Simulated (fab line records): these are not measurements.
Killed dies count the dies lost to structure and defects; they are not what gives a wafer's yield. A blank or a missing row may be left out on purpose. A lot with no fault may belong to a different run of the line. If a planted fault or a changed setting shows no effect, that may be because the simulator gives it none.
Which tool was responsible?	flow n5Finfet	9 lots with 26 wafers sampled at 5 steps, on a route of 1938 steps

WHAT THE GAUGES SHOWED, per wafer
N5_BEOL_M4_RC_MEAS_101. Usual: DIBL_N 36.5 mV/V, standard deviation 1.4; DIBL_P 36.6 mV/V, standard deviation 1.6; IOFF_N 0.160 nA/um, standard deviation 0.024; IOFF_P 0.217 nA/um, standard deviation 0.029; ION_N 674 uA/um, standard deviation 8.7; ION_P 464 uA/um, standard deviation 6.5; SS_N 71.6 mV/dec, standard deviation 0.47; SS_P 73.4 mV/dec, standard deviation 0.57; VT_N 250.0 mV, standard deviation 2.5; VT_P -250 mV, standard deviation 3.1.
lot	measured	on	DIBL_N (mV/V)	DIBL_P (mV/V)	IOFF_N (nA/um)	IOFF_P (nA/um)	ION_N (uA/um)	ION_P (uA/um)	SS_N (mV/dec)	SS_P (mV/dec)	VT_N (mV)	VT_P (mV)	flag
L667	day 8 06:04	prober-02	34.3 35.2 35.5	35.8 36.7 36.3	0.140 0.143 0.152	0.193 0.203 0.208	663 666 671	465 461 462	71.6 71.8 71.7	72.8 72.6 73.3	250.5 251.5 249.1	-251 -251 -249	
L669	day 9 01:41	prober-02	34.9 33.5 35.1	35.5 33.6 36.0	0.155 0.128 0.159	0.228 0.191 0.224	680 667 687	471 466 471	71.6 71.3 72.0	73.5 72.9 73.1	249.3 252.2 249.7	-249 -252 -247	
L672	day 9 20:58	prober-01	36.0 35.4 36.1	36.3 34.5 36.8	0.157 0.140 0.164	0.238 0.202 0.232	671 670 679	471 462 469	71.7 71.5 71.6	74.0 72.5 73.6	248.6 250.6 249.2	-246 -246 -247	
L673	day 10 00:01	prober-01	38.3 35.6	38.1 33.5	0.188 0.127	0.269 0.187	683 663	473 466	71.7 71.6	74.7 72.3	248.0 254.5	-245 -250	
L680	day 11 20:25	prober-02	36.8 36.1 36.4	37.4 36.8 36.4	0.157 0.154 0.155	0.227 0.219 0.219	668 678 678	458 468 469	72.0 71.6 70.4	74.0 73.4 73.7	251.6 250.2 251.5	-247 -249 -249	
L683	day 12 06:28	prober-02	35.3 36.1 35.7	34.2 35.6 35.5	0.112 0.127 0.127	0.167 0.185 0.185	653 663 666	454 462 462	71.0 71.2 71.4	72.3 73.1 73.3	253.4 254.9 253.7	-255 -252 -252	
L684	day 12 14:25	prober-01	36.7 36.8 35.0	38.8 39.0 36.9	0.167 0.173 0.146	0.226 0.231 0.194	666 669 672	463 459 460	72.0 71.6 71.7	74.2 73.8 73.3	249.4 250.7 250.6	-253 -250 -252	
L688	day 13 13:08	prober-01	35.8 34.8 37.9	38.6 37.1 40.1	0.164 0.143 0.199	0.217 0.193 0.236	677 677 686	454 461 458	71.6 70.9 73.0	73.5 73.4 74.4	248.1 252.1 248.2	-249 -250 -249	
L689	day 13 16:08	prober-02	37.0 36.4 36.7	36.3 36.3 36.4	0.169 0.166 0.173	0.218 0.213 0.222	677 682 680	459 464 464	72.2 71.4 72.0	72.9 74.0 73.8	249.2 247.6 247.2	-251 -252 -249	

EACH LOT AND THE TOOL THAT RAN IT (in order: tool; ch and the chambers of the sampled wafers; start)
lot	N5_ILD0_CMP_12	N5_SDB_HM_OPEN_20	N5_SDB_STRIP_22	N5_HKMG_FIN_HK_ANNEAL_02
L667	cmp-03 ch 1,2, day 4 03:18	rieDiel-02 ch 0,2,3, day 4 04:16	plasmaAsher-02 ch 0,1, day 4 04:20	rtpAnneal-01 ch 0, day 4 08:43
L669	cmp-01 ch 0,2,3, day 4 11:26	rieDiel-01 ch 1,2,3, day 4 12:26	plasmaAsher-02 ch 0,1, day 4 12:34	rtpAnneal-01 ch 0, day 4 17:46
L672	cmp-03 ch 1,2,3, day 5 11:16	rieDiel-01 ch 0,1,3, day 5 12:17	plasmaAsher-02 ch 0,1, day 5 12:22	rtpAnneal-01 ch 0, day 5 16:44
L673	cmp-03 ch 1,3, day 5 12:02	rieDiel-02 ch 0,2, day 5 13:09	plasmaAsher-02 ch 0,1, day 5 13:14	rtpAnneal-01 ch 0, day 5 18:14
L680	cmp-02 ch 2,3, day 7 03:06	rieDiel-01 ch 0,3, day 7 04:09	plasmaAsher-02 ch 0,1, day 7 04:19	rtpAnneal-02 ch 0, day 7 08:46
L683	cmp-02 ch 0,2,3, day 7 23:33	rieDiel-02 ch 1,2,3, day 8 00:42	plasmaAsher-01 ch 0,1, day 8 00:49	rtpAnneal-02 ch 0, day 8 05:25
L684	cmp-03 ch 0,3, day 8 09:16	rieDiel-06 ch 2,3, day 8 10:20	plasmaAsher-02 ch 0,1, day 8 10:28	rtpAnneal-01 ch 0, day 8 15:14
L688	cmp-03 ch 0,1,2, day 9 04:20	rieDiel-02 ch 0,2, day 9 05:27	plasmaAsher-02 ch 0,1, day 9 05:32	rtpAnneal-01 ch 0, day 9 09:56
L689	cmp-03 ch 0,2, day 9 12:30	rieDiel-01 ch 1,2, day 9 13:29	plasmaAsher-01 ch 0,1, day 9 13:34	rtpAnneal-01 ch 0, day 9 17:53
- N5_ILD0_CMP_12: polishes SiNx, stops on poly-Si, t overpolish 6 s, target thk 17.67 nm.
- N5_SDB_HM_OPEN_20: chemistry CH3F/O2, target SiNx, stops on poly-Si, target depth 24 nm.
- N5_SDB_STRIP_22: strips in N2/H2.
- N5_HKMG_FIN_HK_ANNEAL_02: time 30 s.

AS READ BY THE TOOLS THEMSELVES (means over the sampled wafers that have a number; for cases with no such wafer, the mark the record gives instead)
N5_ILD0_CMP_12. Usual: motorCurrentA 9.5 A, standard deviation 0.93; overpolishRunS 6.002 s, standard deviation 0.0092; slurryFlowMlMin 150.0, standard deviation 0.49; timeToEndpointS 29.1 s, standard deviation 2.
lot	tool	motorCurrentA (A)	overpolishRunS (s)	slurryFlowMlMin	timeToEndpointS (s)	flag
L667	cmp-03	9.8	6.006	150.0	31.4	
L669	cmp-01	9.7	6.010	149.2	29.9	
L672	cmp-03	9.9	6.002	150.1	30.0	
L673	cmp-03	9.7	6.002	149.8	31.7	
L680	cmp-02	8.6	6.000	149.8	31.1	
L683	cmp-02	8.9	6.000	150.5	30.3	
L684	cmp-03	8.7	5.997	149.8	28.3	
L688	cmp-03	9.6	6.002	150.1	29.3	
L689	cmp-03	10.3	6.003	150.3	31.0	

N5_SDB_HM_OPEN_20. Usual: CH3F_flow_sccm 30.00 sccm, standard deviation 0.088; drypumpMotorCurrentA 5.8 A, standard deviation 0.46; oesProductAu 0.64 a.u., standard deviation 0.056; rfVppV 296.4 V, standard deviation 2.9; showerheadPlenumPTorr 2.02 Torr, standard deviation 0.08; throttleValvePct 16.35 %, standard deviation 0.22.
lot	tool	CH3F_flow_sccm (sccm)	drypumpMotorCurrentA (A)	oesProductAu (a.u.)	rfVppV (V)	showerheadPlenumPTorr (Torr)	throttleValvePct (%)	flag
L667	rieDiel-02	30.02	5.8	0.64	296.9	1.99	16.21	
L669	rieDiel-01	30.07	5.6	0.67	297.4	2.10	16.31	
L672	rieDiel-01	30.08	5.8	0.67	297.8	2.04	16.28	
L673	rieDiel-02	29.97	5.8	0.61	296.4	2.00	16.27	
L680	rieDiel-01	30.03	6.1	0.63	297.0	2.03	16.37	
L683	rieDiel-02	30.06	6.2	0.61	298.2	2.03	16.28	
L684	rieDiel-06	30.02	5.7	0.62	295.8	2.05	16.65	
L688	rieDiel-02	30.08	5.7	0.74	297.6	2.12	16.04	
L689	rieDiel-01	29.88	5.4	0.65	297.6	2.09	16.33	

N5_SDB_STRIP_22. Usual: drypumpMotorCurrentA 5.7 A, standard deviation 0.41; heaterPowerW 336 W, standard deviation 27; oesProductAu 0.714 a.u., standard deviation 0.0046; stripTimeToEndpointS 96.2 s, standard deviation 0.34.
lot	tool	drypumpMotorCurrentA (A)	heaterPowerW (W)	oesProductAu (a.u.)	stripTimeToEndpointS (s)	flag
L667	plasmaAsher-02	5.5	350	0.714	96.3	
L669	plasmaAsher-02	5.5	353	0.714	96.0	
L672	plasmaAsher-02	5.7	336	0.713	95.9	
L673	plasmaAsher-02	5.6	344	0.718	95.9	
L680	plasmaAsher-02	5.7	337	0.712	96.6	
L683	plasmaAsher-01	6.3	300	0.714	96.2	
L684	plasmaAsher-02	5.5	344	0.713	95.7	
L688	plasmaAsher-02	5.7	340	0.711	96.1	
L689	plasmaAsher-01	6.1	312	0.716	96.6	

N5_HKMG_FIN_HK_ANNEAL_02. Usual: lampPowerPct 8.81 %, standard deviation 0.054; lamp_zone_1_pct 8.798 %, standard deviation 0.0096; lamp_zone_2_pct 8.798 %, standard deviation 0.01; lamp_zone_3_pct 8.798 %, standard deviation 0.0096; lamp_zone_4_pct 8.794 %, standard deviation 0.011; lamp_zone_5_pct 8.796 %, standard deviation 0.0095; lamp_zone_6_pct 8.724 %, standard deviation 0.0096; lamp_zone_7_pct 9.192 %, standard deviation 0.011; wafer_temp_C_max 702.9, standard deviation 0.62.
lot	tool	lampPowerPct (%)	lamp_zone_1_pct (%)	lamp_zone_2_pct (%)	lamp_zone_3_pct (%)	lamp_zone_4_pct (%)	lamp_zone_5_pct (%)	lamp_zone_6_pct (%)	lamp_zone_7_pct (%)	wafer_temp_C_max	flag
L667	rtpAnneal-01	8.81	8.795	8.801	8.798	8.801	8.794	8.727	9.194	702.8	
L669	rtpAnneal-01	8.82	8.813	8.804	8.785	8.796	8.798	8.720	9.200	702.7	
L672	rtpAnneal-01	8.90	8.873	8.878	8.875	8.862	8.869	8.804	9.262	702.8	OFF
L673	rtpAnneal-01	8.85	8.864	8.855	8.855	8.858	8.847	8.785	9.249	703.5	OFF
L680	rtpAnneal-02	8.77	8.794	8.800	8.815	8.807	8.790	8.712	9.188	702.3	
L683	rtpAnneal-02	8.84	8.800	8.798	8.791	8.794	8.793	8.716	9.190	703.7	
L684	rtpAnneal-01	8.77	8.800	8.806	8.801	8.795	8.796	8.718	9.193	702.6	
L688	rtpAnneal-01	8.76	8.804	8.807	8.808	8.791	8.801	8.719	9.189	703.1	
L689	rtpAnneal-01	8.73	8.798	8.802	8.797	8.794	8.800	8.724	9.196	703.0	

THE ANSWER, worked out from the rows above alone
Rule: a lot counts as off when the mean over its wafers that have a number is more than 3 standard deviations away from the usual mean. A lot without any number at a reading at which 4 lots or more have one is off too. The other lots that the step has rows for count as sound. Order of review: gauges by route order, followed by the tools' own readings, for which a lot's mean as printed above is used. The first step at which some lot is off is used, and at that step the reading that is off furthest; a lot without a number counts as furthest.
Off: L672, L673 (N5_HKMG_FIN_HK_ANNEAL_02, lamp_zone_6_pct).
A tool fits if, at that step or a process step before it, it ran every lot that is off, and no sound lot after the first of them. Not one of the candidates tried fits.

WHAT THE SIMULATOR HAD INSERTED
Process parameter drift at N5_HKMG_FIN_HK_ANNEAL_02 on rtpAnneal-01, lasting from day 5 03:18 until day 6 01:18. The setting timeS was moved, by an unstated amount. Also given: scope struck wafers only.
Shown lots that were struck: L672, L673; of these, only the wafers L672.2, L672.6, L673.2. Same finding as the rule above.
